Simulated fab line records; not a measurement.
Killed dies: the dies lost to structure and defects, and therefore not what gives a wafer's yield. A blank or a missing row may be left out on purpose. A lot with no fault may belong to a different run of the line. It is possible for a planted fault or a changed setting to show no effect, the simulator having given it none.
Which tool was responsible? || flow n5-finfet || 72 wafers from 24 lots sampled at 5 of the route's 1938 steps

WHAT THE GAUGES SHOWED, per wafer
N5_BEOL_M4_OCD_MEAS_38.
{"lot": "L074", "measured": "day 8 02:16", "on": "ocd-02", "trench-depth-nm (nm)": "56.6 57.3 55.2"}
{"lot": "L076", "measured": "day 8 05:58", "on": "ocd-02", "trench-depth-nm (nm)": "56.2 55.9 56.1"}
{"lot": "L075", "measured": "day 8 19:20", "on": "ocd-01", "trench-depth-nm (nm)": "54.7 55.3 56.6"}
{"lot": "L077", "measured": "day 8 23:57", "on": "ocd-01", "trench-depth-nm (nm)": "57.2 56.8 55.6"}
{"lot": "L078", "measured": "day 9 03:05", "on": "ocd-02", "trench-depth-nm (nm)": "55.6 53.3 55.8"}
{"lot": "L080", "measured": "day 9 08:44", "on": "ocd-01", "trench-depth-nm (nm)": "54.5 56.9 56.6"}
{"lot": "L079", "measured": "day 9 12:58", "on": "ocd-02", "trench-depth-nm (nm)": "55.6 57.0 55.0"}
{"lot": "L082", "measured": "day 9 16:26", "on": "ocd-02", "trench-depth-nm (nm)": "55.0 54.7 55.0"}
{"lot": "L081", "measured": "day 10 05:22", "on": "ocd-02", "trench-depth-nm (nm)": "56.1 56.8 57.5"}
{"lot": "L084", "measured": "day 10 05:34", "on": "ocd-02", "trench-depth-nm (nm)": "57.7 55.0 54.5"}
{"lot": "L083", "measured": "day 10 05:10", "on": "ocd-02", "trench-depth-nm (nm)": "56.7 56.0 56.6"}
{"lot": "L085", "measured": "day 10 23:08", "on": "ocd-02", "trench-depth-nm (nm)": "56.5 56.3 56.4"}
{"lot": "L087", "measured": "day 11 11:44", "on": "ocd-02", "trench-depth-nm (nm)": "54.8 55.9 55.6"}
{"lot": "L086", "measured": "day 11 11:56", "on": "ocd-02", "trench-depth-nm (nm)": "56.0 55.6 56.3"}
{"lot": "L088", "measured": "day 11 18:04", "on": "ocd-02", "trench-depth-nm (nm)": "55.7 55.7 55.9"}
{"lot": "L089", "measured": "day 11 19:13", "on": "ocd-02", "trench-depth-nm (nm)": "53.9 54.1 56.8"}
{"lot": "L090", "measured": "day 11 19:16", "on": "ocd-02", "trench-depth-nm (nm)": "55.1 54.0 54.8"}
{"lot": "L091", "measured": "day 12 04:14", "on": "ocd-02", "trench-depth-nm (nm)": "56.0 57.3 55.9"}
{"lot": "L092", "measured": "day 12 04:14", "on": "ocd-02", "trench-depth-nm (nm)": "56.2 54.6 55.9"}
{"lot": "L093", "measured": "day 12 23:44", "on": "ocd-02", "trench-depth-nm (nm)": "56.2 54.4 56.2"}
{"lot": "L095", "measured": "day 13 03:49", "on": "ocd-02", "trench-depth-nm (nm)": "55.0 55.6 53.2"}
{"lot": "L094", "measured": "day 13 05:24", "on": "ocd-02", "trench-depth-nm (nm)": "56.8 55.9 55.1"}
{"lot": "L096", "measured": "day 13 06:34", "on": "ocd-02", "trench-depth-nm (nm)": "55.1 55.7 53.5"}
{"lot": "L097", "measured": "day 13 22:50", "on": "ocd-02", "trench-depth-nm (nm)": "55.6 56.1 55.9"}

WHICH TOOL RAN EACH LOT (tool, then ch and the chambers of the sampled wafers, then the start)
{"lot": "L074", "N5_BEOL_M3_SPUTTER_79": "pvd-sputter-03, day 7 13:44", "N5_BEOL_M3_ANNEAL_93": "pvd-sputter-03, day 7 14:55", "N5_BEOL_M4_PECVD_72": "pecvd-01 ch 1,2, day 7 16:38", "N5_BEOL_M4_ETCHBACK_99": "rie-diel-01 ch 0,3, day 8 01:52"}
{"lot": "L076", "N5_BEOL_M3_SPUTTER_79": "pvd-sputter-03, day 7 23:18", "N5_BEOL_M3_ANNEAL_93": "pvd-sputter-03, day 8 00:29", "N5_BEOL_M4_PECVD_72": "pecvd-04 ch 0,2, day 8 02:04", "N5_BEOL_M4_ETCHBACK_99": "rie-diel-03 ch 1,2, day 8 05:34"}
{"lot": "L075", "N5_BEOL_M3_SPUTTER_79": "pvd-sputter-02, day 8 07:53", "N5_BEOL_M3_ANNEAL_93": "pvd-sputter-02, day 8 09:04", "N5_BEOL_M4_PECVD_72": "pecvd-04 ch 0,1,2, day 8 10:40", "N5_BEOL_M4_ETCHBACK_99": "rie-diel-01 ch 0,3, day 8 18:57"}
{"lot": "L077", "N5_BEOL_M3_SPUTTER_79": "pvd-sputter-01, day 8 10:51", "N5_BEOL_M3_ANNEAL_93": "pvd-sputter-01, day 8 12:02", "N5_BEOL_M4_PECVD_72": "pecvd-04 ch 0,2, day 8 13:37", "N5_BEOL_M4_ETCHBACK_99": "rie-diel-01 ch 0,1,2, day 8 23:33"}
{"lot": "L078", "N5_BEOL_M3_SPUTTER_79": "pvd-sputter-02, day 8 13:31", "N5_BEOL_M3_ANNEAL_93": "pvd-sputter-02, day 8 14:41", "N5_BEOL_M4_PECVD_72": "pecvd-01 ch 0,1,2, day 8 16:25", "N5_BEOL_M4_ETCHBACK_99": "rie-diel-04 ch 0,1,3, day 9 02:41"}
{"lot": "L080", "N5_BEOL_M3_SPUTTER_79": "pvd-sputter-03, day 9 01:21", "N5_BEOL_M3_ANNEAL_93": "pvd-sputter-03, day 9 02:32", "N5_BEOL_M4_PECVD_72": "pecvd-03 ch 0,1,2, day 9 04:07", "N5_BEOL_M4_ETCHBACK_99": "rie-diel-03 ch 0,1, day 9 08:20"}
{"lot": "L079", "N5_BEOL_M3_SPUTTER_79": "pvd-sputter-02, day 9 04:35", "N5_BEOL_M3_ANNEAL_93": "pvd-sputter-02, day 9 05:46", "N5_BEOL_M4_PECVD_72": "pecvd-04 ch 0,1, day 9 07:46", "N5_BEOL_M4_ETCHBACK_99": "rie-diel-04 ch 0,1, day 9 12:35"}
{"lot": "L082", "N5_BEOL_M3_SPUTTER_79": "pvd-sputter-01, day 9 09:24", "N5_BEOL_M3_ANNEAL_93": "pvd-sputter-01, day 9 10:35", "N5_BEOL_M4_PECVD_72": "pecvd-01 ch 0,1, day 9 12:22", "N5_BEOL_M4_ETCHBACK_99": "rie-diel-01 ch 2,3, day 9 16:02"}
{"lot": "L081", "N5_BEOL_M3_SPUTTER_79": "pvd-sputter-03, day 9 17:52", "N5_BEOL_M3_ANNEAL_93": "pvd-sputter-03, day 9 19:02", "N5_BEOL_M4_PECVD_72": "pecvd-03 ch 0,2, day 9 20:38", "N5_BEOL_M4_ETCHBACK_99": "rie-diel-03 ch 1,2, day 10 04:58"}
{"lot": "L084", "N5_BEOL_M3_SPUTTER_79": "pvd-sputter-01, day 9 20:41", "N5_BEOL_M3_ANNEAL_93": "pvd-sputter-01, day 9 21:52", "N5_BEOL_M4_PECVD_72": "pecvd-04 ch 1,2, day 9 23:32", "N5_BEOL_M4_ETCHBACK_99": "rie-diel-01 ch 1,3, day 10 05:10"}
{"lot": "L083", "N5_BEOL_M3_SPUTTER_79": "pvd-sputter-03, day 9 20:56", "N5_BEOL_M3_ANNEAL_93": "pvd-sputter-03, day 9 22:07", "N5_BEOL_M4_PECVD_72": "pecvd-03 ch 0,1, day 9 23:47", "N5_BEOL_M4_ETCHBACK_99": "rie-diel-01 ch 0,1, day 10 04:46"}
{"lot": "L085", "N5_BEOL_M3_SPUTTER_79": "pvd-sputter-01, day 10 12:28", "N5_BEOL_M3_ANNEAL_93": "pvd-sputter-01, day 10 13:39", "N5_BEOL_M4_PECVD_72": "pecvd-03 ch 0,2, day 10 15:13", "N5_BEOL_M4_ETCHBACK_99": "rie-diel-04 ch 1,2, day 10 22:44"}
{"lot": "L087", "N5_BEOL_M3_SPUTTER_79": "pvd-sputter-03, day 11 00:38", "N5_BEOL_M3_ANNEAL_93": "pvd-sputter-03, day 11 01:49", "N5_BEOL_M4_PECVD_72": "pecvd-03 ch 0,1,2, day 11 03:25", "N5_BEOL_M4_ETCHBACK_99": "rie-diel-03 ch 0,1,2, day 11 11:20"}
{"lot": "L086", "N5_BEOL_M3_SPUTTER_79": "pvd-sputter-01, day 11 02:05", "N5_BEOL_M3_ANNEAL_93": "pvd-sputter-01, day 11 03:16", "N5_BEOL_M4_PECVD_72": "pecvd-03 ch 0,1, day 11 04:53", "N5_BEOL_M4_ETCHBACK_99": "rie-diel-04 ch 1,2, day 11 11:32"}
{"lot": "L088", "N5_BEOL_M3_SPUTTER_79": "pvd-sputter-01, day 11 06:11", "N5_BEOL_M3_ANNEAL_93": "pvd-sputter-01, day 11 07:22", "N5_BEOL_M4_PECVD_72": "pecvd-01 ch 0,1,2, day 11 09:01", "N5_BEOL_M4_ETCHBACK_99": "rie-diel-03 ch 1,2, day 11 17:40"}
{"lot": "L089", "N5_BEOL_M3_SPUTTER_79": "pvd-sputter-02, day 11 08:39", "N5_BEOL_M3_ANNEAL_93": "pvd-sputter-02, day 11 09:50", "N5_BEOL_M4_PECVD_72": "pecvd-01 ch 1,2, day 11 11:24", "N5_BEOL_M4_ETCHBACK_99": "rie-diel-04 ch 2,3, day 11 18:49"}
{"lot": "L090", "N5_BEOL_M3_SPUTTER_79": "pvd-sputter-03, day 11 08:47", "N5_BEOL_M3_ANNEAL_93": "pvd-sputter-03, day 11 09:58", "N5_BEOL_M4_PECVD_72": "pecvd-01 ch 0,1,2, day 11 11:52", "N5_BEOL_M4_ETCHBACK_99": "rie-diel-01 ch 2,3, day 11 18:52"}
{"lot": "L091", "N5_BEOL_M3_SPUTTER_79": "pvd-sputter-03, day 11 17:22", "N5_BEOL_M3_ANNEAL_93": "pvd-sputter-03, day 11 18:33", "N5_BEOL_M4_PECVD_72": "pecvd-03 ch 0,1, day 11 20:18", "N5_BEOL_M4_ETCHBACK_99": "rie-diel-03 ch 1,2,3, day 12 03:50"}
{"lot": "L092", "N5_BEOL_M3_SPUTTER_79": "pvd-sputter-01, day 11 20:32", "N5_BEOL_M3_ANNEAL_93": "pvd-sputter-01, day 11 21:43", "N5_BEOL_M4_PECVD_72": "pecvd-04 ch 0,1,2, day 11 23:26", "N5_BEOL_M4_ETCHBACK_99": "rie-diel-01 ch 1,2, day 12 03:50"}
{"lot": "L093", "N5_BEOL_M3_SPUTTER_79": "pvd-sputter-02, day 12 14:44", "N5_BEOL_M3_ANNEAL_93": "pvd-sputter-02, day 12 15:55", "N5_BEOL_M4_PECVD_72": "pecvd-03 ch 0,2, day 12 17:48", "N5_BEOL_M4_ETCHBACK_99": "rie-diel-01 ch 0,1,2, day 12 23:20"}
{"lot": "L095", "N5_BEOL_M3_SPUTTER_79": "pvd-sputter-03, day 12 19:24", "N5_BEOL_M3_ANNEAL_93": "pvd-sputter-03, day 12 20:35", "N5_BEOL_M4_PECVD_72": "pecvd-04 ch 0,1,2, day 12 22:09", "N5_BEOL_M4_ETCHBACK_99": "rie-diel-01 ch 0,1,3, day 13 03:25"}
{"lot": "L094", "N5_BEOL_M3_SPUTTER_79": "pvd-sputter-03, day 12 21:14", "N5_BEOL_M3_ANNEAL_93": "pvd-sputter-03, day 12 22:25", "N5_BEOL_M4_PECVD_72": "pecvd-03 ch 0,1,2, day 13 00:05", "N5_BEOL_M4_ETCHBACK_99": "rie-diel-03 ch 1,2,3, day 13 05:01"}
{"lot": "L096", "N5_BEOL_M3_SPUTTER_79": "pvd-sputter-03, day 13 00:27", "N5_BEOL_M3_ANNEAL_93": "pvd-sputter-03, day 13 01:38", "N5_BEOL_M4_PECVD_72": "pecvd-03 ch 0,2, day 13 03:13", "N5_BEOL_M4_ETCHBACK_99": "rie-diel-01 ch 1,2,3, day 13 06:10"}
{"lot": "L097", "N5_BEOL_M3_SPUTTER_79": "pvd-sputter-03, day 13 15:08", "N5_BEOL_M3_ANNEAL_93": "pvd-sputter-03, day 13 16:19", "N5_BEOL_M4_PECVD_72": "pecvd-04 ch 0,1,2, day 13 17:53", "N5_BEOL_M4_ETCHBACK_99": "rie-diel-04 ch 0,1,2, day 13 22:26"}
- N5_BEOL_M3_SPUTTER_79: material Cu, target thk 4.5 nm, time 8.29 s.
- N5_BEOL_M3_ANNEAL_93: time 240 s.
- N5_BEOL_M4_PECVD_72: deposits SiO2 from TEOS/O2, target thk 16 nm, time 18 s.
- N5_BEOL_M4_ETCHBACK_99: etches SiO2 in CHF3, target depth 5 nm, time 10.4 s.

AS READ BY THE TOOLS THEMSELVES (means over the sampled wafers that have a number; for cases with no such wafer, the mark the record gives instead)
N5_BEOL_M3_SPUTTER_79.
{"lot": "L074", "tool": "pvd-sputter-03", "substrate-temp-c (C)": -20.02, "throttle-valve-pct (%)": 30.4}
{"lot": "L076", "tool": "pvd-sputter-03", "substrate-temp-c (C)": -20.05, "throttle-valve-pct (%)": 29.9}
{"lot": "L075", "tool": "pvd-sputter-02", "substrate-temp-c (C)": -19.97, "throttle-valve-pct (%)": 30.2}
{"lot": "L077", "tool": "pvd-sputter-01", "substrate-temp-c (C)": -20.00, "throttle-valve-pct (%)": 30.2}
{"lot": "L078", "tool": "pvd-sputter-02", "substrate-temp-c (C)": -20.09, "throttle-valve-pct (%)": 30.9}
{"lot": "L080", "tool": "pvd-sputter-03", "substrate-temp-c (C)": -19.96, "throttle-valve-pct (%)": 30.3}
{"lot": "L079", "tool": "pvd-sputter-02", "substrate-temp-c (C)": -20.11, "throttle-valve-pct (%)": 30.3}
{"lot": "L082", "tool": "pvd-sputter-01", "substrate-temp-c (C)": -19.97, "throttle-valve-pct (%)": 30.1}
{"lot": "L081", "tool": "pvd-sputter-03", "substrate-temp-c (C)": -19.98, "throttle-valve-pct (%)": 30.3}
{"lot": "L084", "tool": "pvd-sputter-01", "substrate-temp-c (C)": -19.88, "throttle-valve-pct (%)": 30.3}
{"lot": "L083", "tool": "pvd-sputter-03", "substrate-temp-c (C)": -20.02, "throttle-valve-pct (%)": 30.3}
{"lot": "L085", "tool": "pvd-sputter-01", "substrate-temp-c (C)": -19.95, "throttle-valve-pct (%)": 30.5}
{"lot": "L087", "tool": "pvd-sputter-03", "substrate-temp-c (C)": -20.03, "throttle-valve-pct (%)": 30.4}
{"lot": "L086", "tool": "pvd-sputter-01", "substrate-temp-c (C)": -20.07, "throttle-valve-pct (%)": 30.0}
{"lot": "L088", "tool": "pvd-sputter-01", "substrate-temp-c (C)": -19.89, "throttle-valve-pct (%)": 30.3}
{"lot": "L089", "tool": "pvd-sputter-02", "substrate-temp-c (C)": -20.16, "throttle-valve-pct (%)": 31.5}
{"lot": "L090", "tool": "pvd-sputter-03", "substrate-temp-c (C)": -20.08, "throttle-valve-pct (%)": 30.3}
{"lot": "L091", "tool": "pvd-sputter-03", "substrate-temp-c (C)": -19.95, "throttle-valve-pct (%)": 30.1}
{"lot": "L092", "tool": "pvd-sputter-01", "substrate-temp-c (C)": -19.95, "throttle-valve-pct (%)": 30.5}
{"lot": "L093", "tool": "pvd-sputter-02", "substrate-temp-c (C)": -20.04, "throttle-valve-pct (%)": 29.4}
{"lot": "L095", "tool": "pvd-sputter-03", "substrate-temp-c (C)": -20.08, "throttle-valve-pct (%)": 30.2}
{"lot": "L094", "tool": "pvd-sputter-03", "substrate-temp-c (C)": -20.06, "throttle-valve-pct (%)": 30.4}
{"lot": "L096", "tool": "pvd-sputter-03", "substrate-temp-c (C)": -19.99, "throttle-valve-pct (%)": 30.4}
{"lot": "L097", "tool": "pvd-sputter-03", "substrate-temp-c (C)": -19.94, "throttle-valve-pct (%)": 30.2}

N5_BEOL_M3_ANNEAL_93.
{"lot": "L074", "tool": "pvd-sputter-03", "heater-power-w (W)": 887}
{"lot": "L076", "tool": "pvd-sputter-03", "heater-power-w (W)": 953}
{"lot": "L075", "tool": "pvd-sputter-02", "heater-power-w (W)": 789}
{"lot": "L077", "tool": "pvd-sputter-01", "heater-power-w (W)": 780}
{"lot": "L078", "tool": "pvd-sputter-02", "heater-power-w (W)": 819}
{"lot": "L080", "tool": "pvd-sputter-03", "heater-power-w (W)": 933}
{"lot": "L079", "tool": "pvd-sputter-02", "heater-power-w (W)": 835}
{"lot": "L082", "tool": "pvd-sputter-01", "heater-power-w (W)": 791}
{"lot": "L081", "tool": "pvd-sputter-03", "heater-power-w (W)": 897}
{"lot": "L084", "tool": "pvd-sputter-01", "heater-power-w (W)": 785}
{"lot": "L083", "tool": "pvd-sputter-03", "heater-power-w (W)": 922}
{"lot": "L085", "tool": "pvd-sputter-01", "heater-power-w (W)": 745}
{"lot": "L087", "tool": "pvd-sputter-03", "heater-power-w (W)": 892}
{"lot": "L086", "tool": "pvd-sputter-01", "heater-power-w (W)": 856}
{"lot": "L088", "tool": "pvd-sputter-01", "heater-power-w (W)": 787}
{"lot": "L089", "tool": "pvd-sputter-02", "heater-power-w (W)": 827}
{"lot": "L090", "tool": "pvd-sputter-03", "heater-power-w (W)": 938}
{"lot": "L091", "tool": "pvd-sputter-03", "heater-power-w (W)": 932}
{"lot": "L092", "tool": "pvd-sputter-01", "heater-power-w (W)": 697}
{"lot": "L093", "tool": "pvd-sputter-02", "heater-power-w (W)": 795}
{"lot": "L095", "tool": "pvd-sputter-03", "heater-power-w (W)": 919}
{"lot": "L094", "tool": "pvd-sputter-03", "heater-power-w (W)": 890}
{"lot": "L096", "tool": "pvd-sputter-03", "heater-power-w (W)": 938}
{"lot": "L097", "tool": "pvd-sputter-03", "heater-power-w (W)": 935}

N5_BEOL_M4_PECVD_72.
{"lot": "L074", "tool": "pecvd-01", "heater-power-w (W)": 849, "showerhead-plenum-p-Torr (Torr)": 8.71, "throttle-valve-pct (%)": 22.8}
{"lot": "L076", "tool": "pecvd-04", "heater-power-w (W)": 689, "showerhead-plenum-p-Torr (Torr)": 8.70, "throttle-valve-pct (%)": 23.7}
{"lot": "L075", "tool": "pecvd-04", "heater-power-w (W)": 668, "showerhead-plenum-p-Torr (Torr)": 8.77, "throttle-valve-pct (%)": 22.9}
{"lot": "L077", "tool": "pecvd-04", "heater-power-w (W)": 633, "showerhead-plenum-p-Torr (Torr)": 8.71, "throttle-valve-pct (%)": 22.6}
{"lot": "L078", "tool": "pecvd-01", "heater-power-w (W)": 682, "showerhead-plenum-p-Torr (Torr)": 8.73, "throttle-valve-pct (%)": 22.5}
{"lot": "L080", "tool": "pecvd-03", "heater-power-w (W)": 630, "showerhead-plenum-p-Torr (Torr)": 8.83, "throttle-valve-pct (%)": 21.1}
{"lot": "L079", "tool": "pecvd-04", "heater-power-w (W)": 687, "showerhead-plenum-p-Torr (Torr)": 8.86, "throttle-valve-pct (%)": 23.1}
{"lot": "L082", "tool": "pecvd-01", "heater-power-w (W)": 654, "showerhead-plenum-p-Torr (Torr)": 8.73, "throttle-valve-pct (%)": 22.2}
{"lot": "L081", "tool": "pecvd-03", "heater-power-w (W)": 603, "showerhead-plenum-p-Torr (Torr)": 8.83, "throttle-valve-pct (%)": 21.4}
{"lot": "L084", "tool": "pecvd-04", "heater-power-w (W)": 657, "showerhead-plenum-p-Torr (Torr)": 8.84, "throttle-valve-pct (%)": 22.0}
{"lot": "L083", "tool": "pecvd-03", "heater-power-w (W)": 648, "showerhead-plenum-p-Torr (Torr)": 8.83, "throttle-valve-pct (%)": 20.8}
{"lot": "L085", "tool": "pecvd-03", "heater-power-w (W)": 626, "showerhead-plenum-p-Torr (Torr)": 8.83, "throttle-valve-pct (%)": 21.4}
{"lot": "L087", "tool": "pecvd-03", "heater-power-w (W)": 642, "showerhead-plenum-p-Torr (Torr)": 8.83, "throttle-valve-pct (%)": 20.9}
{"lot": "L086", "tool": "pecvd-03", "heater-power-w (W)": 702, "showerhead-plenum-p-Torr (Torr)": 8.85, "throttle-valve-pct (%)": 21.3}
{"lot": "L088", "tool": "pecvd-01", "heater-power-w (W)": 744, "showerhead-plenum-p-Torr (Torr)": 8.72, "throttle-valve-pct (%)": 21.9}
{"lot": "L089", "tool": "pecvd-01", "heater-power-w (W)": 760, "showerhead-plenum-p-Torr (Torr)": 8.70, "throttle-valve-pct (%)": 22.1}
{"lot": "L090", "tool": "pecvd-01", "heater-power-w (W)": 735, "showerhead-plenum-p-Torr (Torr)": 8.72, "throttle-valve-pct (%)": 21.7}
{"lot": "L091", "tool": "pecvd-03", "heater-power-w (W)": 646, "showerhead-plenum-p-Torr (Torr)": 8.84, "throttle-valve-pct (%)": 20.8}
{"lot": "L092", "tool": "pecvd-04", "heater-power-w (W)": 668, "showerhead-plenum-p-Torr (Torr)": 8.78, "throttle-valve-pct (%)": 23.2}
{"lot": "L093", "tool": "pecvd-03", "heater-power-w (W)": 716, "showerhead-plenum-p-Torr (Torr)": 8.85, "throttle-valve-pct (%)": 21.6}
{"lot": "L095", "tool": "pecvd-04", "heater-power-w (W)": 655, "showerhead-plenum-p-Torr (Torr)": 8.78, "throttle-valve-pct (%)": 23.1}
{"lot": "L094", "tool": "pecvd-03", "heater-power-w (W)": 615, "showerhead-plenum-p-Torr (Torr)": 8.83, "throttle-valve-pct (%)": 21.0}
{"lot": "L096", "tool": "pecvd-03", "heater-power-w (W)": 668, "showerhead-plenum-p-Torr (Torr)": 8.82, "throttle-valve-pct (%)": 21.4}
{"lot": "L097", "tool": "pecvd-04", "heater-power-w (W)": 667, "showerhead-plenum-p-Torr (Torr)": 8.78, "throttle-valve-pct (%)": 23.1}

N5_BEOL_M4_ETCHBACK_99.
{"lot": "L074", "tool": "rie-diel-01", "CHF3_flow_sccm (sccm)": 12.02, "drypump-motor-current-A (A)": 5.4, "oes_ar_750_au (a.u.)": 0.72, "oes-product-au (a.u.)": 0.72, "rf-vpp-V (V)": 240, "showerhead-plenum-p-Torr (Torr)": 2.17, "throttle-valve-pct (%)": 17.12}
{"lot": "L076", "tool": "rie-diel-03", "CHF3_flow_sccm (sccm)": 12.01, "drypump-motor-current-A (A)": 5.4, "oes_ar_750_au (a.u.)": 0.92, "oes-product-au (a.u.)": 0.91, "rf-vpp-V (V)": 238, "showerhead-plenum-p-Torr (Torr)": 2.18, "throttle-valve-pct (%)": 16.60}
{"lot": "L075", "tool": "rie-diel-01", "CHF3_flow_sccm (sccm)": 11.97, "drypump-motor-current-A (A)": 5.4, "oes_ar_750_au (a.u.)": 0.71, "oes-product-au (a.u.)": 0.71, "rf-vpp-V (V)": 239, "showerhead-plenum-p-Torr (Torr)": 2.17, "throttle-valve-pct (%)": 17.13}
{"lot": "L077", "tool": "rie-diel-01", "CHF3_flow_sccm (sccm)": 12.02, "drypump-motor-current-A (A)": 5.8, "oes_ar_750_au (a.u.)": 0.83, "oes-product-au (a.u.)": 0.83, "rf-vpp-V (V)": 237, "showerhead-plenum-p-Torr (Torr)": 2.12, "throttle-valve-pct (%)": 16.87}
{"lot": "L078", "tool": "rie-diel-04", "CHF3_flow_sccm (sccm)": 11.98, "drypump-motor-current-A (A)": 5.4, "oes_ar_750_au (a.u.)": 0.78, "oes-product-au (a.u.)": 0.78, "rf-vpp-V (V)": 238, "showerhead-plenum-p-Torr (Torr)": 2.09, "throttle-valve-pct (%)": 17.05}
{"lot": "L080", "tool": "rie-diel-03", "CHF3_flow_sccm (sccm)": 11.96, "drypump-motor-current-A (A)": 5.5, "oes_ar_750_au (a.u.)": 0.86, "oes-product-au (a.u.)": 0.84, "rf-vpp-V (V)": 229, "showerhead-plenum-p-Torr (Torr)": 2.18, "throttle-valve-pct (%)": 17.05}
{"lot": "L079", "tool": "rie-diel-04", "CHF3_flow_sccm (sccm)": 12.01, "drypump-motor-current-A (A)": 5.9, "oes_ar_750_au (a.u.)": 0.76, "oes-product-au (a.u.)": 0.76, "rf-vpp-V (V)": 241, "showerhead-plenum-p-Torr (Torr)": 2.10, "throttle-valve-pct (%)": 17.03}
{"lot": "L082", "tool": "rie-diel-01", "CHF3_flow_sccm (sccm)": 11.99, "drypump-motor-current-A (A)": 5.7, "oes_ar_750_au (a.u.)": 0.85, "oes-product-au (a.u.)": 0.84, "rf-vpp-V (V)": 236, "showerhead-plenum-p-Torr (Torr)": 2.17, "throttle-valve-pct (%)": 17.02}
{"lot": "L081", "tool": "rie-diel-03", "CHF3_flow_sccm (sccm)": 11.98, "drypump-motor-current-A (A)": 5.3, "oes_ar_750_au (a.u.)": 0.89, "oes-product-au (a.u.)": 0.89, "rf-vpp-V (V)": 232, "showerhead-plenum-p-Torr (Torr)": 2.18, "throttle-valve-pct (%)": 16.77}
{"lot": "L084", "tool": "rie-diel-01", "CHF3_flow_sccm (sccm)": 11.99, "drypump-motor-current-A (A)": 5.4, "oes_ar_750_au (a.u.)": 0.74, "oes-product-au (a.u.)": 0.74, "rf-vpp-V (V)": 237, "showerhead-plenum-p-Torr (Torr)": 2.22, "throttle-valve-pct (%)": 17.02}
{"lot": "L083", "tool": "rie-diel-01", "CHF3_flow_sccm (sccm)": 11.99, "drypump-motor-current-A (A)": 5.8, "oes_ar_750_au (a.u.)": 0.79, "oes-product-au (a.u.)": 0.80, "rf-vpp-V (V)": 239, "showerhead-plenum-p-Torr (Torr)": 2.13, "throttle-valve-pct (%)": 16.80}
{"lot": "L085", "tool": "rie-diel-04", "CHF3_flow_sccm (sccm)": 12.03, "drypump-motor-current-A (A)": 5.4, "oes_ar_750_au (a.u.)": 0.84, "oes-product-au (a.u.)": 0.85, "rf-vpp-V (V)": 241, "showerhead-plenum-p-Torr (Torr)": 2.08, "throttle-valve-pct (%)": 16.84}
{"lot": "L087", "tool": "rie-diel-03", "CHF3_flow_sccm (sccm)": 12.02, "drypump-motor-current-A (A)": 5.7, "oes_ar_750_au (a.u.)": 0.82, "oes-product-au (a.u.)": 0.80, "rf-vpp-V (V)": 234, "showerhead-plenum-p-Torr (Torr)": 2.16, "throttle-valve-pct (%)": 16.92}
{"lot": "L086", "tool": "rie-diel-04", "CHF3_flow_sccm (sccm)": 11.95, "drypump-motor-current-A (A)": 5.4, "oes_ar_750_au (a.u.)": 0.83, "oes-product-au (a.u.)": 0.84, "rf-vpp-V (V)": 240, "showerhead-plenum-p-Torr (Torr)": 2.08, "throttle-valve-pct (%)": 16.85}
{"lot": "L088", "tool": "rie-diel-03", "CHF3_flow_sccm (sccm)": 12.03, "drypump-motor-current-A (A)": 5.3, "oes_ar_750_au (a.u.)": 0.87, "oes-product-au (a.u.)": 0.86, "rf-vpp-V (V)": 233, "showerhead-plenum-p-Torr (Torr)": 2.18, "throttle-valve-pct (%)": 16.80}
{"lot": "L089", "tool": "rie-diel-04", "CHF3_flow_sccm (sccm)": 12.01, "drypump-motor-current-A (A)": 5.1, "oes_ar_750_au (a.u.)": 0.75, "oes-product-au (a.u.)": 0.76, "rf-vpp-V (V)": 235, "showerhead-plenum-p-Torr (Torr)": 2.06, "throttle-valve-pct (%)": 17.04}
{"lot": "L090", "tool": "rie-diel-01", "CHF3_flow_sccm (sccm)": 12.00, "drypump-motor-current-A (A)": 5.7, "oes_ar_750_au (a.u.)": 0.82, "oes-product-au (a.u.)": 0.81, "rf-vpp-V (V)": 236, "showerhead-plenum-p-Torr (Torr)": 2.16, "throttle-valve-pct (%)": 17.04}
{"lot": "L091", "tool": "rie-diel-03", "CHF3_flow_sccm (sccm)": 11.97, "drypump-motor-current-A (A)": 5.4, "oes_ar_750_au (a.u.)": 0.91, "oes-product-au (a.u.)": 0.90, "rf-vpp-V (V)": 235, "showerhead-plenum-p-Torr (Torr)": 2.15, "throttle-valve-pct (%)": 16.81}
{"lot": "L092", "tool": "rie-diel-01", "CHF3_flow_sccm (sccm)": 11.94, "drypump-motor-current-A (A)": 5.8, "oes_ar_750_au (a.u.)": 0.83, "oes-product-au (a.u.)": 0.83, "rf-vpp-V (V)": 235, "showerhead-plenum-p-Torr (Torr)": 2.17, "throttle-valve-pct (%)": 16.77}
{"lot": "L093", "tool": "rie-diel-01", "CHF3_flow_sccm (sccm)": 11.98, "drypump-motor-current-A (A)": 5.8, "oes_ar_750_au (a.u.)": 0.80, "oes-product-au (a.u.)": 0.78, "rf-vpp-V (V)": 238, "showerhead-plenum-p-Torr (Torr)": 2.11, "throttle-valve-pct (%)": 16.91}
{"lot": "L095", "tool": "rie-diel-01", "CHF3_flow_sccm (sccm)": 12.02, "drypump-motor-current-A (A)": 5.6, "oes_ar_750_au (a.u.)": 0.73, "oes-product-au (a.u.)": 0.73, "rf-vpp-V (V)": 239, "showerhead-plenum-p-Torr (Torr)": 2.15, "throttle-valve-pct (%)": 17.02}
{"lot": "L094", "tool": "rie-diel-03", "CHF3_flow_sccm (sccm)": 12.01, "drypump-motor-current-A (A)": 5.4, "oes_ar_750_au (a.u.)": 0.89, "oes-product-au (a.u.)": 0.88, "rf-vpp-V (V)": 236, "showerhead-plenum-p-Torr (Torr)": 2.14, "throttle-valve-pct (%)": 16.84}
{"lot": "L096", "tool": "rie-diel-01", "CHF3_flow_sccm (sccm)": 12.01, "drypump-motor-current-A (A)": 5.7, "oes_ar_750_au (a.u.)": 0.79, "oes-product-au (a.u.)": 0.77, "rf-vpp-V (V)": 235, "showerhead-plenum-p-Torr (Torr)": 2.18, "throttle-valve-pct (%)": 16.98}
{"lot": "L097", "tool": "rie-diel-04", "CHF3_flow_sccm (sccm)": 12.00, "drypump-motor-current-A (A)": 5.7, "oes_ar_750_au (a.u.)": 0.84, "oes-product-au (a.u.)": 0.85, "rf-vpp-V (V)": 240, "showerhead-plenum-p-Torr (Torr)": 2.08, "throttle-valve-pct (%)": 16.85}

THE ANSWER, worked out from the rows above alone
Rule: the usual values come from the lots themselves. The widest of any qualifying gaps counts: lots, ordered by their means at a reading, are off when they make up no more than a third of the lots, leave a main group of 4 or more, and stand apart from it by 3 or more times the standard deviation of that group's means. A main group whose means are all the same, to the digits that the tables above print for the reading, isn't used. Also off: a lot with no number at a reading for which 4 or more lots have one. All remaining lots with rows at the step are treated as sound. Order of review: gauges by route order, followed by the tools' own readings, for which a lot's mean as printed above is used. At the first step where some lot is off, the reading lying furthest off is the one used; lots without a number count as furthest.
None of the lots is off at any reading shown; this tells nothing.

WHAT THE SIMULATOR PUT IN
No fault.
